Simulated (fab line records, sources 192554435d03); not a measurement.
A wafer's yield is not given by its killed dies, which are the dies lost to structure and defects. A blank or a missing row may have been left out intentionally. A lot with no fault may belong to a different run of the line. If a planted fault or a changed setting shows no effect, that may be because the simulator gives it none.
Split-lot study || flow n5_finfet || route with 1938 steps; 7 lots, 39 wafers read

## ON THE SPLIT
At N5_FIN_SAQP_HM_DEP_72 (deposits SiO2 from SiH4/N2O, target thk 12 nm, time 7.2 s), the setting time_s was moved away from the recipe's 7.2 s on 15 of the 39 wafers read, by -54.4% to +57.9%. All remaining wafers had this setting at the recipe value.

## FROM THE SPLIT TO THE READING: what the file shows between them, 4 steps
- N5_FIN_SAQP_COAT_49: time 60 s, resist thk 100 nm
- N5_FIN_SAQP_COAT_50: time 60 s, resist thk 35 nm
- N5_FIN_SAQP_ETCH_52: etches SOC in N2/H2, target depth 100 nm, overetch 20 nm, time 150 s
- N5_FIN_SAQP_STRIP_53: strips in N2/H2

## THE READING
etch.depth_nm (the simulator's own value, which no gauge read), in nm, at N5_FIN_SAQP_HM_OPEN_73 (chemistry CHF3/O2, target SiO2, stops on a-Si, target depth 12 nm, time 16.8 s). No usual value for it is given in the file. The 24 wafers here that ran the recipe average 12.025 nm, standard deviation 0.12 nm.

{"wafer": "L075.1", "tool, chamber at the split": "pecvd-02, 0", "time_s as run, s": 7.2, "against the recipe": "recipe", "etch.depth_nm, nm": 11.82, "against lot-mates on the recipe": "-"}
{"wafer": "L075.2", "tool, chamber at the split": "pecvd-02, 1", "time_s as run, s": 8.595, "against the recipe": "+19.4%", "etch.depth_nm, nm": 14.16, "against lot-mates on the recipe": "+2.153"}
{"wafer": "L075.3", "tool, chamber at the split": "pecvd-02, 2", "time_s as run, s": 8.595, "against the recipe": "+19.4%", "etch.depth_nm, nm": 13.93, "against lot-mates on the recipe": "+1.923"}
{"wafer": "L075.4", "tool, chamber at the split": "pecvd-02, 0", "time_s as run, s": 8.595, "against the recipe": "+19.4%", "etch.depth_nm, nm": 14.33, "against lot-mates on the recipe": "+2.323"}
{"wafer": "L075.5", "tool, chamber at the split": "pecvd-02, 2", "time_s as run, s": 7.2, "against the recipe": "recipe", "etch.depth_nm, nm": 12.01, "against lot-mates on the recipe": "-"}
{"wafer": "L075.6", "tool, chamber at the split": "pecvd-02, 1", "time_s as run, s": 7.2, "against the recipe": "recipe", "etch.depth_nm, nm": 12.19, "against lot-mates on the recipe": "-"}
{"wafer": "L081.1", "tool, chamber at the split": "pecvd-01, 2", "time_s as run, s": 3.285, "against the recipe": "-54.4%", "etch.depth_nm, nm": 5.471, "against lot-mates on the recipe": -6.562}
{"wafer": "L081.2", "tool, chamber at the split": "pecvd-01, 0", "time_s as run, s": 3.285, "against the recipe": "-54.4%", "etch.depth_nm, nm": 5.442, "against lot-mates on the recipe": -6.591}
{"wafer": "L081.3", "tool, chamber at the split": "pecvd-01, 1", "time_s as run, s": 7.2, "against the recipe": "recipe", "etch.depth_nm, nm": 11.92, "against lot-mates on the recipe": "-"}
{"wafer": "L081.4", "tool, chamber at the split": "pecvd-01, 0", "time_s as run, s": 7.2, "against the recipe": "recipe", "etch.depth_nm, nm": 12.01, "against lot-mates on the recipe": "-"}
{"wafer": "L081.5", "tool, chamber at the split": "pecvd-01, 1", "time_s as run, s": 3.285, "against the recipe": "-54.4%", "etch.depth_nm, nm": 5.654, "against lot-mates on the recipe": -6.379}
{"wafer": "L081.6", "tool, chamber at the split": "pecvd-01, 2", "time_s as run, s": 7.2, "against the recipe": "recipe", "etch.depth_nm, nm": 12.17, "against lot-mates on the recipe": "-"}
{"wafer": "L083.1", "tool, chamber at the split": "pecvd-02, 1", "time_s as run, s": 5.891, "against the recipe": "-18.2%", "etch.depth_nm, nm": 9.715, "against lot-mates on the recipe": -2.365}
{"wafer": "L083.2", "tool, chamber at the split": "pecvd-02, 2", "time_s as run, s": 7.2, "against the recipe": "recipe", "etch.depth_nm, nm": 11.86, "against lot-mates on the recipe": "-"}
{"wafer": "L083.3", "tool, chamber at the split": "pecvd-02, 0", "time_s as run, s": 5.891, "against the recipe": "-18.2%", "etch.depth_nm, nm": 9.713, "against lot-mates on the recipe": -2.367}
{"wafer": "L083.4", "tool, chamber at the split": "pecvd-02, 1", "time_s as run, s": 7.2, "against the recipe": "recipe", "etch.depth_nm, nm": 12.23, "against lot-mates on the recipe": "-"}
{"wafer": "L083.5", "tool, chamber at the split": "pecvd-02, 2", "time_s as run, s": 5.891, "against the recipe": "-18.2%", "etch.depth_nm, nm": 10.03, "against lot-mates on the recipe": -2.050}
{"wafer": "L083.6", "tool, chamber at the split": "pecvd-02, 0", "time_s as run, s": 7.2, "against the recipe": "recipe", "etch.depth_nm, nm": 12.15, "against lot-mates on the recipe": "-"}
{"wafer": "L087.3", "tool, chamber at the split": "pecvd-02, 2", "time_s as run, s": 7.2, "against the recipe": "recipe", "etch.depth_nm, nm": 11.99, "against lot-mates on the recipe": "-"}
{"wafer": "L087.4", "tool, chamber at the split": "pecvd-02, 1", "time_s as run, s": 7.2, "against the recipe": "recipe", "etch.depth_nm, nm": 12.05, "against lot-mates on the recipe": "-"}
{"wafer": "L087.5", "tool, chamber at the split": "pecvd-02, 2", "time_s as run, s": 7.2, "against the recipe": "recipe", "etch.depth_nm, nm": 12.21, "against lot-mates on the recipe": "-"}
{"wafer": "L088.1", "tool, chamber at the split": "pecvd-01, 0", "time_s as run, s": 7.2, "against the recipe": "recipe", "etch.depth_nm, nm": 12.03, "against lot-mates on the recipe": "-"}
{"wafer": "L088.2", "tool, chamber at the split": "pecvd-01, 2", "time_s as run, s": 7.2, "against the recipe": "recipe", "etch.depth_nm, nm": 11.91, "against lot-mates on the recipe": "-"}
{"wafer": "L088.3", "tool, chamber at the split": "pecvd-01, 1", "time_s as run, s": 7.2, "against the recipe": "recipe", "etch.depth_nm, nm": 11.88, "against lot-mates on the recipe": "-"}
{"wafer": "L088.4", "tool, chamber at the split": "pecvd-01, 0", "time_s as run, s": 7.2, "against the recipe": "recipe", "etch.depth_nm, nm": 11.98, "against lot-mates on the recipe": "-"}
{"wafer": "L088.5", "tool, chamber at the split": "pecvd-01, 1", "time_s as run, s": 7.2, "against the recipe": "recipe", "etch.depth_nm, nm": 11.96, "against lot-mates on the recipe": "-"}
{"wafer": "L088.6", "tool, chamber at the split": "pecvd-01, 2", "time_s as run, s": 7.2, "against the recipe": "recipe", "etch.depth_nm, nm": 12.2, "against lot-mates on the recipe": "-"}
{"wafer": "L089.1", "tool, chamber at the split": "pecvd-02, 1", "time_s as run, s": 6.024, "against the recipe": "-16.3%", "etch.depth_nm, nm": 9.875, "against lot-mates on the recipe": -2.172}
{"wafer": "L089.2", "tool, chamber at the split": "pecvd-02, 0", "time_s as run, s": 7.2, "against the recipe": "recipe", "etch.depth_nm, nm": 11.96, "against lot-mates on the recipe": "-"}
{"wafer": "L089.3", "tool, chamber at the split": "pecvd-02, 2", "time_s as run, s": 6.024, "against the recipe": "-16.3%", "etch.depth_nm, nm": 9.978, "against lot-mates on the recipe": -2.069}
{"wafer": "L089.4", "tool, chamber at the split": "pecvd-02, 0", "time_s as run, s": 6.024, "against the recipe": "-16.3%", "etch.depth_nm, nm": 10.14, "against lot-mates on the recipe": -1.907}
{"wafer": "L089.5", "tool, chamber at the split": "pecvd-02, 2", "time_s as run, s": 7.2, "against the recipe": "recipe", "etch.depth_nm, nm": 12.02, "against lot-mates on the recipe": "-"}
{"wafer": "L089.6", "tool, chamber at the split": "pecvd-02, 1", "time_s as run, s": 7.2, "against the recipe": "recipe", "etch.depth_nm, nm": 12.16, "against lot-mates on the recipe": "-"}
{"wafer": "L096.1", "tool, chamber at the split": "pecvd-04, 1", "time_s as run, s": 11.37, "against the recipe": "+57.9%", "etch.depth_nm, nm": 18.78, "against lot-mates on the recipe": "+6.820"}
{"wafer": "L096.2", "tool, chamber at the split": "pecvd-04, 2", "time_s as run, s": 7.2, "against the recipe": "recipe", "etch.depth_nm, nm": 11.92, "against lot-mates on the recipe": "-"}
{"wafer": "L096.3", "tool, chamber at the split": "pecvd-04, 0", "time_s as run, s": 11.37, "against the recipe": "+57.9%", "etch.depth_nm, nm": 18.72, "against lot-mates on the recipe": "+6.760"}
{"wafer": "L096.4", "tool, chamber at the split": "pecvd-04, 1", "time_s as run, s": 7.2, "against the recipe": "recipe", "etch.depth_nm, nm": 11.93, "against lot-mates on the recipe": "-"}
{"wafer": "L096.5", "tool, chamber at the split": "pecvd-04, 2", "time_s as run, s": 11.37, "against the recipe": "+57.9%", "etch.depth_nm, nm": 19.03, "against lot-mates on the recipe": "+7.070"}
{"wafer": "L096.6", "tool, chamber at the split": "pecvd-04, 0", "time_s as run, s": 7.2, "against the recipe": "recipe", "etch.depth_nm, nm": 12.03, "against lot-mates on the recipe": "-"}

FIT RESULTS
A straight line over all 39 wafers: etch.depth_nm changes by +0.118 nm for each +1% of time_s; r = +1.00; the points scatter about the line by 0.14 nm.
The same after taking each lot's own level away (the mean of its wafers on the recipe; 39 wafers): +0.119 nm for each +1%; r = +1.00; scatter 0.13 nm.
Per that fit: largest time_s move, reading shift of 6.9 nm.
The span of the lots' own levels, 11.9600 to 12.0833 nm, comes to 1.0 times the standard deviation stated above.
The two slopes are in agreement: the lot-to-lot level therefore moves the slope only a little.
Check: +6.88 nm against its lot-mates is what the line predicts for one of the wafers moved furthest among these (+57.9%) when that wafer is left out of the fit. Against them it came out at +6.82 nm.

## THE WHOLE CHAIN: every reading that the file lists as answering this split, in the file's order
{"step": "N5_FIN_SAQP_HM_DEP_72", "what it does": "deposits SiO2 from SiH4/N2O, target thk 12 nm, time 7.2 s", "reading": "SiO2_of_FIN_SAQP_HM_DEP_72.thk_nm (the simulator's own value, which no gauge read)", "change (the file's fit)": "+0.119 nm for each +1% of the setting", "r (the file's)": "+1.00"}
{"step": "N5_FIN_SAQP_HM_OPEN_73", "what it does": "chemistry CHF3/O2, target SiO2, stops on a-Si, target depth 12 nm, time 16.8 s", "reading": "etch.depth_nm (the simulator's own value, which no gauge read)", "change (the file's fit)": "+0.119 nm for each +1% of the setting", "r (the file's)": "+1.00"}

## FILE'S OWN FIT
etch.depth_nm changes by +0.119 nm for each +1% of time_s, r = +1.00.
